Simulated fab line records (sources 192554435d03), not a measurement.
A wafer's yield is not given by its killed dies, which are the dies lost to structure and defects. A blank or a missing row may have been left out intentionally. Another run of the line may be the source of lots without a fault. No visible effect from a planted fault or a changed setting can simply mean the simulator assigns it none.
The tool behind it: which one? || flow n5 finfet || Sampling: 8 lots, 24 wafers, 6 of 1938 route steps

## WHAT EACH GAUGE READ, for each wafer
N5_FIN_SAQP_CD_MEAS_27: the cd target is 20 nm. Usual: cd nm reads 20.33 nm (standard deviation 0.2).
{"lot": "L587", "measured": "day 2 12:10", "on": "cd sem-03", "cd nm (nm)": "20.19 20.34 20.23", "flag": ""}
{"lot": "L588", "measured": "day 2 20:31", "on": "cd sem-02", "cd nm (nm)": "20.54 20.35 20.72", "flag": ""}
{"lot": "L590", "measured": "day 3 07:56", "on": "cd sem-03", "cd nm (nm)": "20.20 20.26 20.57", "flag": ""}
{"lot": "L591", "measured": "day 3 13:56", "on": "cd sem-01", "cd nm (nm)": "20.20 20.15 20.50", "flag": ""}
{"lot": "L594", "measured": "day 4 06:41", "on": "cd sem-01", "cd nm (nm)": "20.60 20.57 20.58", "flag": ""}
{"lot": "L600", "measured": "day 5 19:35", "on": "cd sem-03", "cd nm (nm)": "19.99 20.46 20.60", "flag": ""}
{"lot": "L603", "measured": "day 6 11:50", "on": "cd sem-02", "cd nm (nm)": "20.49 20.62 20.45", "flag": ""}
{"lot": "L605", "measured": "day 7 02:19", "on": "cd sem-02", "cd nm (nm)": "20.18 20.35 20.82", "flag": ""}

N5_BEOL_M4_RC_MEAS_101. Usual: DIBL_N 35.9 mV/V, standard deviation 1.4; DIBL_P 35.9 mV/V, standard deviation 1.7; IOFF_N 0.160 nA/um, standard deviation 0.026; IOFF_P 0.21 nA/um, standard deviation 0.036; ION_N 672 uA/um, standard deviation 11; ION_P 461 uA/um, standard deviation 8.1; SS_N 71.4 mV/dec, standard deviation 0.54; SS_P 73.2 mV/dec, standard deviation 0.67; VT_N 249.3 mV, standard deviation 2.7; VT_P -250 mV, standard deviation 3.9.
{"lot": "L587", "measured": "day 9 00:26", "on": "prober-01", "DIBL_N (mV/V)": "34.8 36.4 32.5", "DIBL_P (mV/V)": "34.6 37.3 32.9", "IOFF_N (nA/um)": "0.127 0.172 0.114", "IOFF_P (nA/um)": "0.20 0.26 0.19", "ION_N (uA/um)": "660 683 669", "ION_P (uA/um)": "460 474 470", "SS_N (mV/dec)": "71.4 71.5 70.7", "SS_P (mV/dec)": "71.7 73.3 72.3", "VT_N (mV)": "253.8 250.2 250.5", "VT_P (mV)": "-248 -246 -247", "flag": ""}
{"lot": "L588", "measured": "day 9 04:48", "on": "prober-02", "DIBL_N (mV/V)": "36.3 38.0 36.7", "DIBL_P (mV/V)": "36.2 39.1 35.7", "IOFF_N (nA/um)": "0.161 0.208 0.169", "IOFF_P (nA/um)": "0.22 0.28 0.21", "ION_N (uA/um)": "674 682 674", "ION_P (uA/um)": "462 465 454", "SS_N (mV/dec)": "71.1 72.0 71.8", "SS_P (mV/dec)": "74.1 73.7 73.2", "VT_N (mV)": "249.6 246.3 250.4", "VT_P (mV)": "-247 -248 -247", "flag": ""}
{"lot": "L590", "measured": "day 9 14:31", "on": "prober-01", "DIBL_N (mV/V)": "37.4 37.1 35.0", "DIBL_P (mV/V)": "35.6 36.0 33.4", "IOFF_N (nA/um)": "0.178 0.178 0.136", "IOFF_P (nA/um)": "0.20 0.21 0.16", "ION_N (uA/um)": "674 686 664", "ION_P (uA/um)": "456 458 448", "SS_N (mV/dec)": "71.8 71.6 71.7", "SS_P (mV/dec)": "73.3 73.6 72.4", "VT_N (mV)": "247.8 249.2 253.0", "VT_P (mV)": "-255 -253 -255", "flag": ""}
{"lot": "L591", "measured": "day 9 05:35", "on": "prober-01", "DIBL_N (mV/V)": "35.8 37.2 35.4", "DIBL_P (mV/V)": "37.4 38.3 36.6", "IOFF_N (nA/um)": "0.168 0.183 0.158", "IOFF_P (nA/um)": "0.24 0.24 0.21", "ION_N (uA/um)": "689 681 666", "ION_P (uA/um)": "473 463 459", "SS_N (mV/dec)": "71.4 71.7 70.7", "SS_P (mV/dec)": "73.3 73.6 73.8", "VT_N (mV)": "248.0 246.9 249.3", "VT_P (mV)": "-249 -247 -252", "flag": ""}
{"lot": "L594", "measured": "day 10 05:20", "on": "prober-02", "DIBL_N (mV/V)": "35.6 35.7 36.2", "DIBL_P (mV/V)": "34.3 35.1 34.6", "IOFF_N (nA/um)": "0.140 0.142 0.146", "IOFF_P (nA/um)": "0.19 0.19 0.19", "ION_N (uA/um)": "666 663 670", "ION_P (uA/um)": "456 457 462", "SS_N (mV/dec)": "71.3 70.9 71.1", "SS_P (mV/dec)": "72.4 72.9 72.4", "VT_N (mV)": "253.3 251.2 250.4", "VT_P (mV)": "-252 -250 -250", "flag": ""}
{"lot": "L600", "measured": "day 11 15:05", "on": "prober-02", "DIBL_N (mV/V)": "34.8 34.5 34.4", "DIBL_P (mV/V)": "35.3 34.6 35.7", "IOFF_N (nA/um)": "0.136 0.142 0.152", "IOFF_P (nA/um)": "0.16 0.16 0.17", "ION_N (uA/um)": "656 669 681", "ION_P (uA/um)": "454 453 458", "SS_N (mV/dec)": "71.0 70.9 71.0", "SS_P (mV/dec)": "73.2 73.3 72.9", "VT_N (mV)": "249.6 250.4 247.1", "VT_P (mV)": "-255 -254 -254", "flag": ""}
{"lot": "L603", "measured": "day 12 12:24", "on": "prober-01", "DIBL_N (mV/V)": "37.8 34.7 37.3", "DIBL_P (mV/V)": "38.4 34.8 38.4", "IOFF_N (nA/um)": "0.207 0.137 0.178", "IOFF_P (nA/um)": "0.23 0.18 0.23", "ION_N (uA/um)": "679 658 672", "ION_P (uA/um)": "458 456 459", "SS_N (mV/dec)": "72.8 71.4 72.2", "SS_P (mV/dec)": "73.4 72.3 74.3", "VT_N (mV)": "246.9 250.4 245.6", "VT_P (mV)": "-248 -252 -248", "flag": ""}
{"lot": "L605", "measured": "day 13 21:21", "on": "prober-02", "DIBL_N (mV/V)": "36.1 37.1 37.0", "DIBL_P (mV/V)": "34.4 36.0 36.6", "IOFF_N (nA/um)": "0.142 0.142 0.158", "IOFF_P (nA/um)": "0.15 0.17 0.18", "ION_N (uA/um)": "664 643 674", "ION_P (uA/um)": "450 441 450", "SS_N (mV/dec)": "70.9 71.9 71.8", "SS_P (mV/dec)": "72.8 73.1 73.2", "VT_N (mV)": "249.5 253.3 248.2", "VT_P (mV)": "-258 -254 -255", "flag": ""}

## WHAT TOOL EACH LOT RAN ON (gives the tool, then ch and the chambers of the sampled wafers, and finally the start)
{"lot": "L587", "N5_FIN_SAQP_PECVD_47": "pecvd-01 ch 1,2, day 2 09:16", "N5_FIN_SAQP_DESCUM_21": "rie diel-05 ch 0,1,2, day 2 09:53", "N5_FIN_SAQP_MANDREL1_REMOVE_56": "rie si-04 ch 0,2,3, day 2 12:03", "N5_FIN_SAQP_MANDREL_ETCH_58": "rie si-04 ch 1,2,3, day 2 12:40"}
{"lot": "L588", "N5_FIN_SAQP_PECVD_47": "pecvd-04 ch 1,2, day 2 15:02", "N5_FIN_SAQP_DESCUM_21": "rie diel-06 ch 0,2,3, day 2 18:04", "N5_FIN_SAQP_MANDREL1_REMOVE_56": "rie si-01 ch 0,2, day 2 20:25", "N5_FIN_SAQP_MANDREL_ETCH_58": "rie si-04 ch 1,2,3, day 2 20:43"}
{"lot": "L590", "N5_FIN_SAQP_PECVD_47": "pecvd-01 ch 0,1,2, day 3 04:13", "N5_FIN_SAQP_DESCUM_21": "rie diel-05 ch 2,3, day 3 05:06", "N5_FIN_SAQP_MANDREL1_REMOVE_56": "rie si-04 ch 1,2,3, day 3 07:50", "N5_FIN_SAQP_MANDREL_ETCH_58": "rie si-06 ch 1,2,3, day 3 08:27"}
{"lot": "L591", "N5_FIN_SAQP_PECVD_47": "pecvd-04 ch 0,1,2, day 3 10:55", "N5_FIN_SAQP_DESCUM_21": "rie diel-01 ch 0,1,2, day 3 11:41", "N5_FIN_SAQP_MANDREL1_REMOVE_56": "rie si-01 ch 1,2,3, day 3 13:49", "N5_FIN_SAQP_MANDREL_ETCH_58": "rie si-04 ch 0,2,3, day 3 14:07"}
{"lot": "L594", "N5_FIN_SAQP_PECVD_47": "pecvd-03 ch 0,1,2, day 4 03:47", "N5_FIN_SAQP_DESCUM_21": "rie diel-06 ch 0,2, day 4 04:32", "N5_FIN_SAQP_MANDREL1_REMOVE_56": "rie si-01 ch 0,2,3, day 4 06:34", "N5_FIN_SAQP_MANDREL_ETCH_58": "rie si-06 ch 1,3, day 4 06:52"}
{"lot": "L600", "N5_FIN_SAQP_PECVD_47": "pecvd-04 ch 0,2, day 5 16:32", "N5_FIN_SAQP_DESCUM_21": "rie diel-01 ch 0,1,3, day 5 17:30", "N5_FIN_SAQP_MANDREL1_REMOVE_56": "rie si-06 ch 0,3, day 5 19:29", "N5_FIN_SAQP_MANDREL_ETCH_58": "rie si-04 ch 2,3, day 5 20:02"}
{"lot": "L603", "N5_FIN_SAQP_PECVD_47": "pecvd-01 ch 0,1, day 6 09:13", "N5_FIN_SAQP_DESCUM_21": "rie diel-01 ch 0,1,3, day 6 09:50", "N5_FIN_SAQP_MANDREL1_REMOVE_56": "rie si-04 ch 1,2,3, day 6 11:44", "N5_FIN_SAQP_MANDREL_ETCH_58": "rie si-01 ch 0,1,2, day 6 12:01"}
{"lot": "L605", "N5_FIN_SAQP_PECVD_47": "pecvd-03 ch 1,2, day 6 23:17", "N5_FIN_SAQP_DESCUM_21": "rie diel-05 ch 0,2,3, day 6 23:57", "N5_FIN_SAQP_MANDREL1_REMOVE_56": "rie si-06 ch 0,1,3, day 7 02:12", "N5_FIN_SAQP_MANDREL_ETCH_58": "rie si-01 ch 1,2, day 7 02:31"}
- N5_FIN_SAQP_PECVD_47: deposits a-Si from SiH4/He, target thk 45 nm, time 36.3 s.
- N5_FIN_SAQP_DESCUM_21: chemistry O2, time 7.9 s.
- N5_FIN_SAQP_MANDREL1_REMOVE_56: chemistry HBr/Cl2/O2, target a-Si, stops on SiNx, bt time 10 s.
- N5_FIN_SAQP_MANDREL_ETCH_58: etches a-Si in HBr/Cl2, stops on SiNx, target depth 45 nm, bt time 10 s, time 27 s.

## WHAT THE TOOLS THEMSELVES READ (means of the sampled wafers that have a number; where no wafer has one, the mark that the record gives instead)
N5_FIN_SAQP_PECVD_47. Usual: heater power w 856 W, standard deviation 120; showerhead plenum p Torr 5.65 Torr, standard deviation 0.051; showerhead vpp V 633 V, standard deviation 20; susceptor temp C 400.01 C, standard deviation 0.24; throttle valve pct 18.0 %, standard deviation 0.79.
{"lot": "L587", "tool": "pecvd-01", "heater power w (W)": 872, "showerhead plenum p Torr (Torr)": 5.67, "showerhead vpp V (V)": 630, "susceptor temp C (C)": 400.05, "throttle valve pct (%)": 17.5, "flag": ""}
{"lot": "L588", "tool": "pecvd-04", "heater power w (W)": 852, "showerhead plenum p Torr (Torr)": 5.60, "showerhead vpp V (V)": 641, "susceptor temp C (C)": 400.13, "throttle valve pct (%)": 17.5, "flag": ""}
{"lot": "L590", "tool": "pecvd-01", "heater power w (W)": 838, "showerhead plenum p Torr (Torr)": 5.65, "showerhead vpp V (V)": 632, "susceptor temp C (C)": 399.97, "throttle valve pct (%)": 17.8, "flag": ""}
{"lot": "L591", "tool": "pecvd-04", "heater power w (W)": 989, "showerhead plenum p Torr (Torr)": 5.62, "showerhead vpp V (V)": 645, "susceptor temp C (C)": 399.85, "throttle valve pct (%)": 17.9, "flag": ""}
{"lot": "L594", "tool": "pecvd-03", "heater power w (W)": 776, "showerhead plenum p Torr (Torr)": 5.68, "showerhead vpp V (V)": 629, "susceptor temp C (C)": 400.05, "throttle valve pct (%)": 18.0, "flag": ""}
{"lot": "L600", "tool": "pecvd-04", "heater power w (W)": 980, "showerhead plenum p Torr (Torr)": 5.60, "showerhead vpp V (V)": 625, "susceptor temp C (C)": 400.01, "throttle valve pct (%)": 18.3, "flag": ""}
{"lot": "L603", "tool": "pecvd-01", "heater power w (W)": 749, "showerhead plenum p Torr (Torr)": 5.61, "showerhead vpp V (V)": 637, "susceptor temp C (C)": 399.89, "throttle valve pct (%)": 18.3, "flag": ""}
{"lot": "L605", "tool": "pecvd-03", "heater power w (W)": 883, "showerhead plenum p Torr (Torr)": 5.70, "showerhead vpp V (V)": 641, "susceptor temp C (C)": 400.08, "throttle valve pct (%)": 17.6, "flag": ""}

N5_FIN_SAQP_DESCUM_21. Usual: drypump motor current A 5.7 A, standard deviation 0.43; oes product au 0.76 a.u., standard deviation 0.048; rf vpp V 243.0 V, standard deviation 1.5; showerhead plenum p Torr 2.08 Torr, standard deviation 0.092; throttle valve pct 20.48 %, standard deviation 0.16.
{"lot": "L587", "tool": "rie diel-05", "drypump motor current A (A)": 5.8, "oes product au (a.u.)": 0.74, "rf vpp V (V)": 241.3, "showerhead plenum p Torr (Torr)": 1.97, "throttle valve pct (%)": 20.57, "flag": ""}
{"lot": "L588", "tool": "rie diel-06", "drypump motor current A (A)": 5.8, "oes product au (a.u.)": 0.79, "rf vpp V (V)": 243.7, "showerhead plenum p Torr (Torr)": 2.15, "throttle valve pct (%)": 20.49, "flag": ""}
{"lot": "L590", "tool": "rie diel-05", "drypump motor current A (A)": 5.4, "oes product au (a.u.)": 0.73, "rf vpp V (V)": 242.4, "showerhead plenum p Torr (Torr)": 2.02, "throttle valve pct (%)": 20.40, "flag": ""}
{"lot": "L591", "tool": "rie diel-01", "drypump motor current A (A)": 6.0, "oes product au (a.u.)": 0.77, "rf vpp V (V)": 243.9, "showerhead plenum p Torr (Torr)": 2.12, "throttle valve pct (%)": 20.31, "flag": ""}
{"lot": "L594", "tool": "rie diel-06", "drypump motor current A (A)": 5.8, "oes product au (a.u.)": 0.78, "rf vpp V (V)": 243.7, "showerhead plenum p Torr (Torr)": 2.15, "throttle valve pct (%)": 20.56, "flag": ""}
{"lot": "L600", "tool": "rie diel-01", "drypump motor current A (A)": 5.6, "oes product au (a.u.)": 0.76, "rf vpp V (V)": 244.1, "showerhead plenum p Torr (Torr)": 2.09, "throttle valve pct (%)": 20.34, "flag": ""}
{"lot": "L603", "tool": "rie diel-01", "drypump motor current A (A)": 5.6, "oes product au (a.u.)": 0.76, "rf vpp V (V)": 243.0, "showerhead plenum p Torr (Torr)": 2.09, "throttle valve pct (%)": 20.33, "flag": ""}
{"lot": "L605", "tool": "rie diel-05", "drypump motor current A (A)": 5.3, "oes product au (a.u.)": 0.73, "rf vpp V (V)": 241.3, "showerhead plenum p Torr (Torr)": 1.99, "throttle valve pct (%)": 20.45, "flag": ""}

N5_FIN_SAQP_MANDREL1_REMOVE_56. Usual: drypump motor current A 5.6 A, standard deviation 0.38; oes product au 1.006 a.u., standard deviation 0.02; throttle valve pct 36.7 %, standard deviation 0.31.
{"lot": "L587", "tool": "rie si-04", "drypump motor current A (A)": 5.8, "oes product au (a.u.)": 1.022, "throttle valve pct (%)": 36.7, "flag": ""}
{"lot": "L588", "tool": "rie si-01", "drypump motor current A (A)": 5.7, "oes product au (a.u.)": 1.010, "throttle valve pct (%)": 36.6, "flag": ""}
{"lot": "L590", "tool": "rie si-04", "drypump motor current A (A)": 5.5, "oes product au (a.u.)": 1.014, "throttle valve pct (%)": 36.6, "flag": ""}
{"lot": "L591", "tool": "rie si-01", "drypump motor current A (A)": 5.3, "oes product au (a.u.)": 1.000, "throttle valve pct (%)": 36.8, "flag": ""}
{"lot": "L594", "tool": "rie si-01", "drypump motor current A (A)": 5.5, "oes product au (a.u.)": 0.995, "throttle valve pct (%)": 36.8, "flag": ""}
{"lot": "L600", "tool": "rie si-06", "drypump motor current A (A)": 5.5, "oes product au (a.u.)": 0.987, "throttle valve pct (%)": 37.2, "flag": ""}
{"lot": "L603", "tool": "rie si-04", "drypump motor current A (A)": 5.5, "oes product au (a.u.)": 1.010, "throttle valve pct (%)": 36.6, "flag": ""}
{"lot": "L605", "tool": "rie si-06", "drypump motor current A (A)": 5.7, "oes product au (a.u.)": 0.991, "throttle valve pct (%)": 37.1, "flag": ""}

N5_FIN_SAQP_MANDREL_ETCH_58. Usual: drypump motor current A 5.6 A, standard deviation 0.4; oes product au 0.703 a.u., standard deviation 0.014; throttle valve pct 35.58 %, standard deviation 0.28.
{"lot": "L587", "tool": "rie si-04", "drypump motor current A (A)": 5.5, "oes product au (a.u.)": 0.712, "throttle valve pct (%)": 35.46, "flag": ""}
{"lot": "L588", "tool": "rie si-04", "drypump motor current A (A)": 5.5, "oes product au (a.u.)": 0.706, "throttle valve pct (%)": 35.47, "flag": ""}
{"lot": "L590", "tool": "rie si-06", "drypump motor current A (A)": 5.8, "oes product au (a.u.)": 0.702, "throttle valve pct (%)": 35.66, "flag": ""}
{"lot": "L591", "tool": "rie si-04", "drypump motor current A (A)": 5.8, "oes product au (a.u.)": 0.716, "throttle valve pct (%)": 35.61, "flag": ""}
{"lot": "L594", "tool": "rie si-06", "drypump motor current A (A)": 5.8, "oes product au (a.u.)": 0.708, "throttle valve pct (%)": 35.78, "flag": ""}
{"lot": "L600", "tool": "rie si-04", "drypump motor current A (A)": 5.9, "oes product au (a.u.)": 0.714, "throttle valve pct (%)": 35.60, "flag": ""}
{"lot": "L603", "tool": "rie si-01", "drypump motor current A (A)": 5.5, "oes product au (a.u.)": 0.682, "throttle valve pct (%)": 35.52, "flag": ""}
{"lot": "L605", "tool": "rie si-01", "drypump motor current A (A)": 5.2, "oes product au (a.u.)": 0.712, "throttle valve pct (%)": 35.62, "flag": ""}

## THE ANSWER, worked out from the rows above alone
Rule: a lot counts as off when the mean over its wafers that have a number is more than 3 standard deviations away from the usual mean. A lot without any number at a reading at which 4 lots or more have one is off too. Any other lot the step has rows for is counted as sound. The gauges are gone through in route order, then the tools' own readings, and for those a lot's mean is taken as printed above. The first step at which some lot is off is used, and at that step the reading that is off furthest; a lot without a number counts as furthest.
No lot is off on any of the readings shown, so nothing can be concluded from this.

## WHAT WAS PUT IN BY THE SIMULATOR
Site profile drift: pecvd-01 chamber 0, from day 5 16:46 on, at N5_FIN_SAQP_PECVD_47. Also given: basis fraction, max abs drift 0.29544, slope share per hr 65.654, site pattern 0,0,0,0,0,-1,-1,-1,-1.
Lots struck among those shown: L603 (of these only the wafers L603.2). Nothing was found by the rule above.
